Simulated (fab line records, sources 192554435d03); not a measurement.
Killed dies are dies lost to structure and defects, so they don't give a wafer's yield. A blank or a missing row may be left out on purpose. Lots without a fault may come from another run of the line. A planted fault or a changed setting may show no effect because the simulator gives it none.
fab line records | flow n5_finfet
record lots=24 wafers=72 last_day=17
route steps=1938 shown BEOL_M1@789
lots that met no fault: from a run of the same line without faults
start_h: hours from the record's first day to the start of the lot's first wafer shown | wait_h: hours since the lot's step before | " the same as in the row above | L1.1+2: a row that stands for several wafers | - no value, or no start given | * or withheld: withheld | < > ~ a bound
route shown NAME@n: a module of which the file shows steps, and the number in the route of the first | usual: mean/standard deviation of fault-free wafers | same: alike in all rows | chamber/n: place in a boat | sites: the reading at each site | _std_site: their standard deviation | _edge_site: outer sites' mean less inner sites' | radius_mm: how far each site lies from the wafer's centre | mask NAME#n: copy n | behind: the tool/chamber that last shaped the wafer | hold: why the lot was held/for how many hours/how that ended | device: the transistor (n, p or np) that didn't switch | end of line: the same wafers' tests at the end of the route | a step without rows: its recipe alone | killed: dies lost to structure and defects at the first sort, not the wafer's yield | map: a wafer's dies, x killed, . not, _ none there
set.NAME: the setting as run; set.NAME@STEP: as run at that earlier step | model.NAME: the simulator's own value behind a step, which no gauge read
steps of the route over a sample of lots; a table a step, a row a wafer
services: from which hour (start_h, from the record's first day; less than 0 if before it) a tool's chamber was out of use, for how many hours, and why
## steps
# step N5_BEOL_M1_DESCUM_33
# recipe chemistry=O2 time_s=7 source_power_w=50 bias_power_w=20 pressure_mtorr=20 rf_frequency_hz=2.712e+07 temp_c=40 resist=CAR-EUV o2_flow_sccm=225
# usual drypump_motor_current_A=5.7/0.36 oes_product_au=0.80/0.075 rf_vpp_V=243.2/0.97 showerhead_plenum_p_Torr=2.10/0.039 throttle_valve_pct=20.4/0.31
# columns lot.wafer tool chamber start_h wait_h drypump_motor_current_A oes_product_au rf_hours_counter_h rf_vpp_V showerhead_plenum_p_Torr throttle_valve_pct
L075.1 rie_diel-05 0 126.44 0.0 5.7 0.71 211 242.8 2.08 20.8
L075.4 " 3 " " 5.4 0.77 - 242.4 2.09 20.9
L075.5 " 0 " " 5.7 0.72 - 244.0 2.08 20.8
L074.1 rie_diel-05 0 129.52 0.0 5.7 0.71 212 243.9 2.08 20.8
L074.3 " 1 " " 6.2 0.82 80 243.3 2.12 20.7
L074.6 " 0 " " 5.7 0.71 - 241.8 2.08 20.8
L076.2 rie_diel-01 3 129.63 0.0 5.2 0.69 235 244.2 2.14 20.4
L076.3 " 2 " " 5.7 0.87 40 242.1 2.05 20.1
L076.6 " 1 " " 5.7 0.86 - 243.0 2.13 20.4
L077.3 rie_diel-05 3 142.57 0.0 5.4 0.75 162 241.9 2.09 20.9
L077.4 " 0 " " 5.7 0.71 - 242.9 2.08 20.8
L077.6 " 3 " " 5.4 0.75 - 241.7 2.09 20.9
L078.1 rie_diel-05 2 149.90 0.0 5.0 0.93 16 244.1 2.15 19.8
L078.3 " 1 " " 6.2 0.81 88 243.9 2.12 20.7
L078.5 " 3 " " 5.4 0.75 - 242.6 2.09 20.9
L079.1 rie_diel-05 0 153.33 0.0 5.7 0.70 221 242.1 2.08 20.8
L079.5 " 2 " " 5.0 0.92 - 243.2 2.14 19.8
L079.6 " 1 " " 6.2 0.80 - 243.4 2.12 20.8
L080.1 rie_diel-01 3 159.87 0.1 5.2 0.69 244 244.8 2.14 20.4
L080.4 " 0 " " 5.6 0.78 130 241.9 2.11 20.4
L080.6 " 2 " " 5.7 0.86 - 243.5 2.05 20.1
L081.4 rie_diel-01 0 169.38 0.0 5.6 0.77 132 243.9 2.11 20.4
L081.5 " 3 " " 5.2 0.67 - 244.9 2.14 20.5
L081.6 " 2 " " 5.7 0.85 - 243.2 2.04 20.1
L082.2 rie_diel-03 3 172.75 0.0 6.2 0.90 34 243.4 2.14 20.3
L082.3 " 1 " " 6.1 0.75 151 244.4 2.19 20.4
L082.6 " 1 " " 6.1 0.74 - 244.5 2.19 20.4
L083.1 rie_diel-01 1 177.89 0.0 5.7 0.84 75 242.8 2.13 20.4
L083.2 " 2 " " 5.7 0.86 55 242.4 2.04 20.1
L083.4 " 1 " " 5.7 0.85 - 242.9 2.13 20.4
L084.1 rie_diel-05 1 181.95 0.0 6.2 0.81 96 244.7 2.11 20.8
L084.2 " 0 " " 5.7 0.70 228 241.9 2.08 20.8
L084.3 " 3 " " 5.4 0.75 174 243.8 2.08 20.9
L085.2 rie_diel-01 0 194.27 0.4 5.6 0.76 140 244.6 2.10 20.4
L085.3 " 2 " " 5.7 0.85 60 242.9 2.04 20.1
L085.4 " 3 " " 5.1 1.00 1 243.2 2.14 20.1
L086.2 rie_diel-01 1 200.98 0.0 5.7 0.85 83 244.3 2.12 20.4
L086.3 " 3 " " 5.2 1.00 4 243.2 2.14 20.1
L086.5 " 2 " " 5.7 0.85 - 242.5 2.04 20.1
L087.2 rie_diel-01 1 204.07 0.0 5.7 0.84 84 244.3 2.12 20.4
L087.3 " 0 " " 5.6 0.76 143 244.6 2.10 20.4
L087.6 " 0 " " 5.6 0.76 - 243.0 2.10 20.4
L088.1 rie_diel-05 3 208.09 0.0 5.5 0.73 181 243.1 2.08 20.9
L088.3 " 1 " " 6.2 0.80 105 242.4 2.11 20.8
L088.4 " 0 " " 5.7 0.69 236 242.5 2.07 20.9
L089.3 rie_diel-01 0 210.26 0.0 5.6 0.76 146 243.2 2.10 20.4
L089.5 " 3 " " 5.1 0.98 - 243.5 2.14 20.1
L089.6 " 0 " " 5.6 0.75 - 242.2 2.10 20.4
L090.2 rie_diel-01 2 218.59 0.0 5.7 0.84 67 242.6 2.04 20.2
L090.5 " 1 " " 5.7 0.83 - 243.9 2.12 20.4
L090.6 " 0 " " 5.6 0.76 - 242.5 2.10 20.5
L091.2 rie_diel-05 1 224.84 0.0 6.2 0.80 110 243.5 2.11 20.8
L091.5 " 3 " " 5.4 0.74 - 243.6 2.08 20.9
L091.6 " 2 " " 5.0 0.88 - 243.5 2.14 19.9
L092.1 rie_diel-03 1 234.00 0.0 6.2 0.73 167 246.0 2.18 20.4
L092.4 " 2 " " 5.5 0.73 160 243.2 2.09 20.4
L092.6 " 3 " " 6.2 0.87 - 243.8 2.14 20.3
L093.3 rie_diel-05 1 251.86 0.1 6.2 0.78 118 243.7 2.11 20.8
L093.4 " 2 " " 5.0 0.87 45 242.9 2.13 19.9
L093.6 " 1 " " 6.3 0.78 - 242.8 2.11 20.8
L095.1 rie_diel-01 3 255.65 0.0 5.2 0.93 18 244.6 2.13 20.1
L095.2 " 2 " " 5.7 0.83 78 241.4 2.04 20.2
L095.4 " 1 " " 5.7 0.81 100 242.9 2.12 20.4
L094.1 rie_diel-01 3 256.38 0.2 5.1 0.94 19 242.5 2.13 20.1
L094.2 " 1 " " 5.8 0.82 100 243.9 2.12 20.4
L094.6 " 0 " " 5.6 0.75 - 243.6 2.10 20.5
L096.2 rie_diel-01 3 260.29 0.7 5.1 0.94 21 244.5 2.13 20.1
L096.4 " 1 " " 5.8 0.81 102 243.3 2.12 20.4
L096.5 " 0 " " 5.6 0.75 - 243.0 2.09 20.5
L097.1 rie_diel-03 0 261.88 0.0 6.2 0.77 149 242.4 2.01 20.2
L097.2 " 1 " " 6.2 0.73 178 243.7 2.18 20.4
L097.5 " 1 " " 6.2 0.73 - 244.2 2.18 20.5
# step N5_BEOL_M1_ETCH_69
# recipe chemistry=CF4 target=SiARC target_depth_a=156 mask_material=CAR-EUV time_s=26 ion_energy_ev=80 pressure_mtorr=40 source_w=545 bias_w=36 Ar_flow_sccm=100 cf4_flow_sccm=100 ends=cleared
# usual drypump_motor_current_A=5.7/0.36 etch_rf_on_time_s=25.8/0.41 oes_product_au=0.69/0.064 rf_vpp_V=184.0/0.99 showerhead_plenum_p_Torr=2.15/0.038 throttle_valve_pct=15.6/0.3
# columns lot.wafer tool chamber start_h wait_h drypump_motor_current_A etch_rf_on_time_s oes_product_au rf_hours_counter_h rf_vpp_V showerhead_plenum_p_Torr throttle_valve_pct
L075.1 rie_diel-05 0 126.49 0.0 5.7 26.0 0.61 211 182.6 2.12 15.9
L075.4 " 3 " " 5.4 25.6 0.65 - 183.5 2.14 16.1
L075.5 " 0 " " 5.7 25.8 0.61 - 184.7 2.12 15.9
L074.1 rie_diel-05 0 129.57 0.0 5.7 26.1 0.60 212 182.8 2.12 16.0
L074.3 " 1 " " 6.2 26.1 0.70 80 185.1 2.17 15.8
L074.6 " 0 " " 5.7 26.0 0.60 - 183.3 2.12 15.9
L076.2 rie_diel-01 3 129.68 0.0 5.1 25.6 0.59 235 184.5 2.20 15.7
L076.3 " 2 " " 5.7 25.7 0.74 40 183.0 2.10 15.3
L076.6 " 1 " " 5.7 26.1 0.74 - 182.4 2.18 15.5
L077.3 rie_diel-05 3 142.62 0.0 5.4 25.6 0.65 162 183.1 2.14 16.1
L077.4 " 0 " " 5.7 26.0 0.60 - 184.6 2.12 16.0
L077.6 " 3 " " 5.4 25.5 0.65 - 183.5 2.14 16.1
L078.1 rie_diel-05 2 149.95 0.0 5.0 25.3 0.80 16 184.9 2.19 15.0
L078.3 " 1 " " 6.3 26.4 0.69 88 184.1 2.17 15.8
L078.5 " 3 " " 5.4 26.0 0.64 - 184.0 2.14 16.1
L079.1 rie_diel-05 0 153.38 0.0 5.7 25.6 0.60 221 182.2 2.12 16.0
L079.5 " 2 " " 5.0 24.6 0.79 - 185.7 2.19 15.0
L079.6 " 1 " " 6.2 25.7 0.69 - 183.5 2.17 15.9
L080.1 rie_diel-01 3 159.92 0.0 5.2 25.8 0.59 244 184.6 2.19 15.7
L080.4 " 0 " " 5.6 25.7 0.67 130 184.5 2.15 15.6
L080.6 " 2 " " 5.7 25.6 0.74 - 183.8 2.09 15.3
L081.4 rie_diel-01 0 169.43 0.0 5.6 26.0 0.66 132 182.2 2.15 15.6
L081.5 " 3 " " 5.2 25.8 0.59 - 185.3 2.19 15.7
L081.6 " 2 " " 5.7 25.9 0.73 - 182.7 2.09 15.3
L082.2 rie_diel-03 3 172.81 0.0 6.3 25.8 0.77 34 183.8 2.17 15.4
L082.3 " 1 " " 6.2 26.4 0.64 151 184.4 2.23 15.6
L082.6 " 1 " " 6.2 26.5 0.64 - 186.5 2.23 15.6
L083.1 rie_diel-01 1 177.94 0.0 5.8 26.3 0.71 75 183.5 2.17 15.5
L083.2 " 2 " " 5.7 25.7 0.72 55 182.6 2.09 15.3
L083.4 " 1 " " 5.8 26.2 0.72 - 186.4 2.17 15.5
L084.1 rie_diel-05 1 182.00 0.0 6.2 26.0 0.69 96 183.5 2.16 15.9
L084.2 " 0 " " 5.7 25.9 0.60 228 182.2 2.12 16.0
L084.3 " 3 " " 5.4 25.6 0.64 174 184.8 2.14 16.1
L085.2 rie_diel-01 0 194.32 0.0 5.6 25.4 0.66 140 183.4 2.14 15.6
L085.3 " 2 " " 5.7 25.5 0.72 60 182.7 2.09 15.3
L085.4 " 3 " " 5.1 25.2 0.86 1 184.6 2.19 15.2
L086.2 rie_diel-01 1 201.03 0.0 5.7 25.8 0.71 83 183.2 2.17 15.5
L086.3 " 3 " " 5.1 24.9 0.86 4 184.8 2.19 15.2
L086.5 " 2 " " 5.7 25.6 0.71 - 183.1 2.09 15.3
L087.2 rie_diel-01 1 204.12 0.0 5.7 26.5 0.70 84 183.4 2.17 15.5
L087.3 " 0 " " 5.6 25.9 0.65 143 184.0 2.14 15.6
L087.6 " 0 " " 5.6 26.0 0.65 - 183.2 2.14 15.6
L088.1 rie_diel-05 3 208.14 0.0 5.4 25.9 0.63 181 185.3 2.13 16.1
L088.3 " 1 " " 6.2 26.0 0.68 105 184.1 2.16 15.9
L088.4 " 0 " " 5.7 26.1 0.59 236 183.3 2.11 16.0
L089.3 rie_diel-01 0 210.31 0.0 5.6 26.1 0.65 146 183.5 2.14 15.6
L089.5 " 3 " " 5.1 25.6 0.84 - 184.0 2.19 15.3
L089.6 " 0 " " 5.6 26.1 0.65 - 184.0 2.14 15.6
L090.2 rie_diel-01 2 218.64 0.0 5.7 25.7 0.72 67 183.4 2.09 15.4
L090.5 " 1 " " 5.7 26.2 0.70 - 184.7 2.17 15.5
L090.6 " 0 " " 5.6 25.7 0.66 - 182.4 2.14 15.6
L091.2 rie_diel-05 1 224.90 0.0 6.2 25.8 0.67 110 183.8 2.16 15.9
L091.5 " 3 " " 5.4 25.7 0.63 - 183.2 2.13 16.1
L091.6 " 2 " " 5.0 24.9 0.76 - 184.5 2.18 15.1
L092.1 rie_diel-03 1 234.05 0.0 6.2 26.5 0.63 167 185.1 2.22 15.6
L092.4 " 2 " " 5.5 25.7 0.64 160 184.1 2.14 15.6
L092.6 " 3 " " 6.2 26.2 0.74 - 185.1 2.17 15.4
L093.3 rie_diel-05 1 251.91 0.0 6.2 25.8 0.67 118 185.5 2.16 15.9
L093.4 " 2 " " 5.0 24.7 0.75 45 183.4 2.18 15.1
L093.6 " 1 " " 6.2 26.0 0.67 - 183.5 2.16 15.9
L095.1 rie_diel-01 3 255.70 0.0 5.2 25.4 0.81 18 184.8 2.18 15.3
L095.2 " 2 " " 5.7 25.8 0.69 78 183.4 2.08 15.4
L095.4 " 1 " " 5.8 26.1 0.70 100 183.1 2.16 15.6
L094.1 rie_diel-01 3 256.43 0.0 5.1 25.3 0.82 19 184.6 2.18 15.3
L094.2 " 1 " " 5.7 26.3 0.69 100 183.8 2.16 15.6
L094.6 " 0 " " 5.6 25.7 0.64 - 184.6 2.14 15.6
L096.2 rie_diel-01 3 260.34 0.0 5.1 25.4 0.80 21 185.3 2.18 15.3
L096.4 " 1 " " 5.7 26.4 0.69 102 183.9 2.16 15.6
L096.5 " 0 " " 5.6 25.8 0.63 - 184.4 2.14 15.6
L097.1 rie_diel-03 0 261.96 0.0 6.2 26.4 0.65 149 182.6 2.06 15.4
L097.2 " 1 " " 6.2 26.8 0.61 178 184.7 2.22 15.6
L097.5 " 1 " " 6.2 26.6 0.61 - 185.6 2.22 15.6
# step N5_BEOL_M1_STRIP_36
# recipe chemistry=N2/H2 power_w=450 temp_c=40 pressure_mtorr=20 rf_frequency_hz=6e+07 overash_fraction=0.3 bias_power_w=7 h2_frac=0.5 n2_flow_sccm=200 h2_flow_sccm=200
# usual drypump_motor_current_A=5.8/0.38 oes_product_au=0.80/0.073 rf_vpp_V=59.0/1.4 showerhead_plenum_p_Torr=2.54/0.058 throttle_valve_pct=23.5/0.33
# columns lot.wafer tool chamber start_h wait_h drypump_motor_current_A oes_product_au rf_hours_counter_h rf_vpp_V showerhead_plenum_p_Torr throttle_valve_pct
L075.1 rie_diel-05 1 127.89 0.0 6.2 0.82 80 59.9 2.56 24.0
L075.4 " 1 " " 6.2 0.83 - 60.5 2.56 24.0
L075.5 " 3 " " 5.4 0.76 - 60.6 2.53 23.9
L074.1 rie_diel-01 0 130.79 0.0 5.6 0.79 121 58.4 2.56 23.7
L074.3 " 2 " " 5.7 0.87 40 59.4 2.47 23.0
L074.6 " 1 " " 5.7 0.86 - 59.7 2.58 23.5
L076.2 rie_diel-03 1 130.83 0.0 6.2 0.75 138 58.6 2.66 23.7
L076.3 " 3 " " 6.3 0.93 21 59.1 2.60 23.4
L076.6 " 1 " " 6.2 0.76 - 59.2 2.66 23.7
L077.3 rie_diel-03 2 144.38 0.0 5.5 0.76 135 58.7 2.55 23.8
L077.4 " 1 " " 6.1 0.77 142 55.1 2.66 23.8
L077.6 " 3 " " 6.3 0.92 - 60.8 2.60 23.4
L078.1 rie_diel-01 1 151.21 0.0 5.7 0.87 68 57.6 2.57 23.5
L078.3 " 3 " " 5.1 0.69 241 61.2 2.61 23.7
L078.5 " 0 " " 5.6 0.79 - 57.7 2.56 23.7
L079.1 rie_diel-05 3 153.87 0.0 5.5 0.73 166 60.9 2.52 23.9
L079.5 " 0 " " 5.7 0.71 - 60.3 2.51 23.8
L079.6 " 3 " " 5.4 0.75 - 60.1 2.52 23.9
L080.1 rie_diel-01 3 162.46 0.0 5.1 0.69 245 57.7 2.61 23.7
L080.4 " 2 " " 5.7 0.86 50 60.2 2.47 23.1
L080.6 " 0 " " 5.6 0.77 - 58.3 2.55 23.7
L081.4 rie_diel-03 3 172.44 0.0 6.2 0.89 34 58.0 2.60 23.4
L081.5 " 0 " " 6.2 0.80 - 60.3 2.45 23.2
L081.6 " 3 " " 6.3 0.90 - 59.0 2.60 23.4
L082.2 rie_diel-05 2 176.01 0.0 5.0 0.91 23 59.5 2.59 22.8
L082.3 " 1 " " 6.2 0.80 95 58.8 2.55 24.0
L082.6 " 0 " " 5.7 0.70 - 59.5 2.50 23.8
L083.1 rie_diel-01 1 179.43 0.0 5.7 0.84 76 56.9 2.57 23.5
L083.2 " 2 " " 5.7 0.86 55 57.6 2.47 23.1
L083.4 " 1 " " 5.8 0.84 - 59.0 2.57 23.5
L084.1 rie_diel-01 1 183.68 0.0 5.7 0.84 77 59.5 2.57 23.5
L084.2 " 0 " " 5.6 0.76 137 60.0 2.55 23.8
L084.3 " 2 " " 5.7 0.84 57 56.8 2.46 23.1
L085.2 rie_diel-05 3 198.66 0.0 5.5 0.74 179 58.6 2.52 23.9
L085.3 " 0 " " 5.7 0.69 234 58.3 2.50 23.8
L085.4 " 1 " " 6.3 0.81 103 57.8 2.55 24.0
L086.2 rie_diel-03 3 202.34 0.0 6.2 0.89 42 58.3 2.59 23.4
L086.3 " 0 " " 6.2 0.77 130 57.7 2.44 23.2
L086.5 " 3 " " 6.2 0.90 - 58.2 2.59 23.4
L087.2 rie_diel-01 1 208.08 0.0 5.7 0.84 85 58.7 2.57 23.5
L087.3 " 2 " " 5.7 0.84 64 58.8 2.46 23.1
L087.6 " 2 " " 5.7 0.84 - 60.0 2.46 23.1
L088.1 rie_diel-01 2 211.16 0.0 5.7 0.84 65 57.5 2.46 23.0
L088.3 " 3 " " 5.2 0.98 7 59.0 2.60 23.3
L088.4 " 1 " " 5.7 0.83 87 60.0 2.57 23.6
L089.3 rie_diel-05 2 211.24 0.0 5.0 0.89 34 59.1 2.58 22.8
L089.5 " 1 " " 6.3 0.80 - 57.0 2.55 24.1
L089.6 " 2 " " 5.0 0.90 - 59.4 2.58 22.8
L090.2 rie_diel-01 0 228.88 0.0 5.7 0.75 152 60.2 2.54 23.7
L090.5 " 0 " " 5.7 0.76 - 56.9 2.55 23.7
L090.6 " 3 " " 5.2 0.95 - 55.1 2.60 23.4
L091.2 rie_diel-05 2 228.92 0.0 5.0 0.88 38 59.3 2.58 22.8
L091.5 " 3 " " 5.4 0.73 - 58.1 2.51 23.9
L091.6 " 0 " " 5.7 0.69 - 56.7 2.50 23.8
L092.1 rie_diel-03 0 234.91 0.0 6.2 0.77 138 58.3 2.44 23.2
L092.4 " 3 " " 6.2 0.87 51 57.1 2.59 23.4
L092.6 " 0 " " 6.2 0.78 - 58.8 2.44 23.2
L093.3 rie_diel-05 1 253.62 0.0 6.2 0.79 118 58.6 2.54 24.0
L093.4 " 0 " " 5.7 0.68 248 57.8 2.49 23.9
L093.6 " 1 " " 6.2 0.78 - 57.4 2.54 24.1
L095.1 rie_diel-01 2 256.70 0.0 5.7 0.82 78 58.4 2.46 23.1
L095.2 " 3 " " 5.2 0.94 19 59.3 2.60 23.4
L095.4 " 1 " " 5.7 0.82 100 57.5 2.56 23.6
L094.1 rie_diel-01 1 260.13 0.0 5.8 0.83 102 59.4 2.56 23.6
L094.2 " 0 " " 5.6 0.75 161 58.7 2.54 23.8
L094.6 " 3 " " 5.2 0.94 - 59.2 2.60 23.3
L096.2 rie_diel-03 0 260.79 0.0 6.2 0.78 148 58.5 2.44 23.2
L096.4 " 3 " " 6.2 0.85 - 57.0 2.58 23.4
L096.5 " 1 " " 6.2 0.73 - 58.3 2.64 23.8
L097.1 rie_diel-03 0 262.90 0.0 6.2 0.77 149 59.0 2.44 23.2
L097.2 " 1 " " 6.2 0.71 179 56.1 2.64 23.8
L097.5 " 0 " " 6.2 0.76 - 58.4 2.44 23.3
# step N5_BEOL_M1_ANNEAL_80
# recipe temp_c=400 time_s=240 ambient=vacuum
# usual heater_power_w=844/110
# columns lot.wafer tool chamber start_h wait_h heater_power_w
L075.1 pvd_sputter-02 - 131.22 0.0 1015
L075.4 " - " " 1042
L075.5 " - " " 676
L074.1 pvd_sputter-01 - 132.58 0.0 864
L074.3 " - " " 781
L074.6 " - " " 927
L076.2 pvd_sputter-03 - 132.71 0.0 745
L076.3 " - " " 762
L076.6 " - " " 867
L077.3 pvd_sputter-03 - 145.95 0.0 757
L077.4 " - " " 840
L077.6 " - " " 848
L078.1 pvd_sputter-03 - 152.69 0.0 830
L078.3 " - " " 912
L078.5 " - " " 889
L079.1 pvd_sputter-01 - 156.28 0.0 933
L079.5 " - " " 843
L079.6 " - " " 792
L080.1 pvd_sputter-03 - 163.96 0.0 876
L080.4 " - " " 894
L080.6 " - " " 745
L081.4 pvd_sputter-02 - 174.67 0.0 1044
L081.5 " - " " 774
L081.6 " - " " 686
L082.2 pvd_sputter-03 - 177.66 0.0 840
L082.3 " - " " 714
L082.6 " - " " 756
L083.1 pvd_sputter-02 - 182.18 0.0 1043
L083.2 " - " " 1010
L083.4 " - " " 781
L084.1 pvd_sputter-01 - 186.82 0.0 847
L084.2 " - " " 794
L084.3 " - " " 989
L085.2 pvd_sputter-02 - 200.53 0.0 1036
L085.3 " - " " 710
L085.4 " - " " 1002
L086.2 pvd_sputter-03 - 203.90 0.0 746
L086.3 " - " " 823
L086.5 " - " " 822
L087.2 pvd_sputter-01 - 209.68 0.0 956
L087.3 " - " " 918
L087.6 " - " " 919
L088.1 pvd_sputter-03 - 212.66 0.0 844
L088.3 " - " " 867
L088.4 " - " " 752
L089.3 pvd_sputter-01 - 212.78 0.0 873
L089.5 " - " " 781
L089.6 " - " " 963
L091.2 pvd_sputter-03 - 230.32 0.0 736
L091.5 " - " " 755
L091.6 " - " " 872
L090.2 pvd_sputter-02 - 230.47 0.0 723
L090.5 " - " " 688
L090.6 " - " " 1015
L092.1 pvd_sputter-01 - 236.89 0.0 1032
L092.4 " - " " 927
L092.6 " - " " 938
L093.3 pvd_sputter-03 - 255.57 0.0 839
L093.4 " - " " 744
L093.6 " - " " 722
L095.1 pvd_sputter-03 - 258.40 0.0 764
L095.2 " - " " 827
L095.4 " - " " 773
L094.1 pvd_sputter-03 - 261.48 0.0 838
L094.2 " - " " 738
L094.6 " - " " 745
L096.2 pvd_sputter-02 - 262.85 0.0 778
L096.4 " - " " 1038
L096.5 " - " " 781
L097.1 pvd_sputter-02 - 265.17 0.0 1063
L097.2 " - " " 779
L097.5 " - " " 808
# step N5_BEOL_M1_SPUTTER_90
# recipe material=Cu target_thk_a=45 temp_c=-20 chamber_pressure_pa=0.07 power_w=withheld time_s=8.29
# usual chuck_sensor_temp_C=-16.1/0.68 throttle_valve_pct=30.1/0.39
# columns lot.wafer tool chamber start_h wait_h chuck_sensor_temp_C throttle_valve_pct
L075.1 pvd_sputter-02 - 132.02 0.1 -18.3 29.5
L075.4 " - " " -15.8 30.5
L075.5 " - " " -16.4 30.1
L074.1 pvd_sputter-01 - 133.38 0.1 -16.9 30.1
L074.3 " - " " -15.9 30.6
L074.6 " - " " -15.8 30.0
L076.2 pvd_sputter-03 - 133.51 0.1 -15.7 30.5
L076.3 " - " " -15.9 29.9
L076.6 " - " " -15.2 29.7
L077.3 pvd_sputter-03 - 146.75 0.1 -15.8 30.3
L077.4 " - " " -16.0 29.8
L077.6 " - " " -15.9 29.6
L078.1 pvd_sputter-03 - 153.49 0.1 -16.0 29.8
L078.3 " - " " -15.2 29.8
L078.5 " - " " -15.2 29.8
L079.1 pvd_sputter-01 - 157.08 0.1 -16.0 30.1
L079.5 " - " " -16.9 29.9
L079.6 " - " " -16.0 30.7
L080.1 pvd_sputter-03 - 164.76 0.1 -15.3 29.9
L080.4 " - " " -15.3 29.5
L080.6 " - " " -15.5 30.4
L081.4 pvd_sputter-02 - 175.47 0.1 -15.9 30.7
L081.5 " - " " -16.7 30.2
L081.6 " - " " -16.2 29.9
L082.2 pvd_sputter-03 - 178.53 0.1 -16.1 29.8
L082.3 " - " " -15.7 30.5
L082.6 " - " " -15.6 30.3
L083.1 pvd_sputter-02 - 182.98 0.1 -15.9 30.5
L083.2 " - " " -18.0 29.3
L083.4 " - " " -16.8 30.0
L084.1 pvd_sputter-01 - 187.62 0.1 -17.0 29.8
L084.2 " - " " -16.0 30.8
L084.3 " - " " -16.7 29.6
L085.2 pvd_sputter-02 - 201.33 0.1 -15.8 30.5
L085.3 " - " " -16.4 29.7
L085.4 " - " " -18.1 29.3
L086.2 pvd_sputter-03 - 204.70 0.1 -15.8 30.5
L086.3 " - " " -16.0 30.0
L086.5 " - " " -16.0 29.6
L087.2 pvd_sputter-01 - 210.48 0.1 -16.7 29.6
L087.3 " - " " -15.8 30.1
L087.6 " - " " -15.9 30.2
L088.1 pvd_sputter-03 - 213.46 0.1 -16.0 30.3
L088.3 " - " " -15.2 29.7
L088.4 " - " " -15.5 30.5
L089.3 pvd_sputter-01 - 213.58 0.1 -17.0 29.9
L089.5 " - " " -16.0 30.9
L089.6 " - " " -16.8 30.0
L091.2 pvd_sputter-03 - 231.12 0.1 -15.7 30.1
L091.5 " - " " -15.8 30.1
L091.6 " - " " -15.2 29.8
L090.2 pvd_sputter-02 - 231.27 0.1 -16.2 29.9
L090.5 " - " " -16.3 30.1
L090.6 " - " " -16.1 30.5
L092.1 pvd_sputter-01 - 237.69 0.1 -16.8 30.0
L092.4 " - " " -15.9 30.0
L092.6 " - " " -15.9 30.1
L093.3 pvd_sputter-03 - 256.37 0.1 -16.1 29.7
L093.4 " - " " -15.8 30.1
L093.6 " - " " -15.7 30.5
L095.1 pvd_sputter-03 - 259.20 0.1 -15.6 30.5
L095.2 " - " " -15.8 29.7
L095.4 " - " " -16.1 30.0
L094.1 pvd_sputter-03 - 262.28 0.1 -16.0 29.8
L094.2 " - " " -15.7 30.5
L094.6 " - " " -15.8 30.1
L096.2 pvd_sputter-02 - 263.65 0.1 -16.6 30.1
L096.4 " - " " -16.0 30.9
L096.5 " - " " -16.7 30.0
L097.1 pvd_sputter-02 - 265.97 0.1 -15.9 30.7
L097.2 " - " " -16.9 30.3
L097.5 " - " " -16.7 30.0
# step N5_BEOL_M1_ANNEAL_51
# recipe temp_c=225 time_s=90 ambient=N2
# usual wafer_temp_C_max=226.3/0.71
# columns lot.wafer tool chamber start_h wait_h wafer_temp_C_max
L075.1 rtp_anneal-01 0 132.88 0.1 225.9
L075.4 " 0 " " 225.2
L075.5 " 0 " " 225.8
L074.1 rtp_anneal-01 0 134.23 0.1 225.8
L074.3 " 0 " " 225.7
L074.6 " 0 " " 226.0
L076.2 rtp_anneal-02 0 134.41 0.1 226.5
L076.3 " 0 " " 226.8
L076.6 " 0 " " 227.5
L077.3 rtp_anneal-02 0 147.70 0.1 227.1
L077.4 " 0 " " 227.3
L077.6 " 0 " " 227.0
L078.1 rtp_anneal-02 0 154.46 0.2 226.8
L078.3 " 0 " " 227.3
L078.5 " 0 " " 226.5
L079.1 rtp_anneal-02 0 157.94 0.1 226.6
L079.5 " 0 " " 227.0
L079.6 " 0 " " 228.0
L080.1 rtp_anneal-01 0 165.62 0.1 225.9
L080.4 " 0 " " 226.1
L080.6 " 0 " " 225.7
L081.4 rtp_anneal-01 0 176.46 0.2 225.6
L081.5 " 0 " " 225.5
L081.6 " 0 " " 225.7
L082.2 rtp_anneal-02 0 179.49 0.1 226.5
L082.3 " 0 " " 226.4
L082.6 " 0 " " 227.1
L083.1 rtp_anneal-01 0 183.83 0.1 226.0
L083.2 " 0 " " 225.6
L083.4 " 0 " " 225.8
L084.1 rtp_anneal-01 0 188.47 0.1 225.5
L084.2 " 0 " " 225.7
L084.3 " 0 " " 225.6
L085.2 rtp_anneal-01 0 202.23 0.1 225.8
L085.3 " 0 " " 225.4
L085.4 " 0 " " 225.1
L086.2 rtp_anneal-01 0 205.60 0.1 225.7
L086.3 " 0 " " 225.4
L086.5 " 0 " " 225.6
L087.2 rtp_anneal-02 0 211.38 0.1 227.1
L087.3 " 0 " " 226.9
L087.6 " 0 " " 227.2
L088.1 rtp_anneal-01 0 214.31 0.1 225.7
L088.3 " 0 " " 225.8
L088.4 " 0 " " 225.9
L089.3 rtp_anneal-02 0 214.53 0.1 227.0
L089.5 " 0 " " 228.2
L089.6 " 0 " " 226.3
L091.2 rtp_anneal-01 0 232.02 0.1 225.7
L091.5 " 0 " " 225.8
L091.6 " 0 " " 225.5
L090.2 rtp_anneal-02 0 232.55 0.5 227.2
L090.5 " 0 " " 226.4
L090.6 " 0 " " 226.5
L092.1 rtp_anneal-02 0 238.55 0.1 227.0
L092.4 " 0 " " 227.2
L092.6 " 0 " " 227.1
L093.3 rtp_anneal-01 0 257.40 0.2 225.8
L093.4 " 0 " " 225.5
L093.6 " 0 " " 225.6
L095.1 rtp_anneal-02 0 260.17 0.2 226.9
L095.2 " 0 " " 226.9
L095.4 " 0 " " 227.0
L094.1 rtp_anneal-02 0 263.14 0.1 227.4
L094.2 " 0 " " 226.7
L094.6 " 0 " " 227.0
L096.2 rtp_anneal-02 0 264.57 0.1 226.7
L096.4 " 0 " " 226.7
L096.5 " 0 " " 227.3
L097.1 rtp_anneal-01 0 266.83 0.1 225.8
L097.2 " 0 " " 225.6
L097.5 " 0 " " 225.9
## services
# columns tool chamber start_h hours kind
rie_diel-05 0 106.62 15.8 repair
pvd_sputter-03 - 118.23 5.8 repair
rie_diel-01 0 123.95 6.4 repair
pvd_sputter-01 - 164.86 1.5 repair
rie_diel-01 3 177.08 - clean
rie_diel-01 3 177.08 - consumable_replace:focus_ring
rie_diel-01 3 177.08 12.5 scheduled_down
rie_diel-01 3 177.08 12.5 vent_cycle
pvd_sputter-02 - 187.05 3.7 repair
rie_diel-01 - 232.90 2.8 pm
rie_diel-03 2 248.66 32.5 repair
rie_diel-05 - 255.94 4.4 repair
rie_diel-03 3 261.12 1.6 repair
rie_diel-05 0 261.54 - clean
rie_diel-05 0 261.54 - consumable_replace:focus_ring
rie_diel-05 - 265.35 34.4 repair
## key
fault none
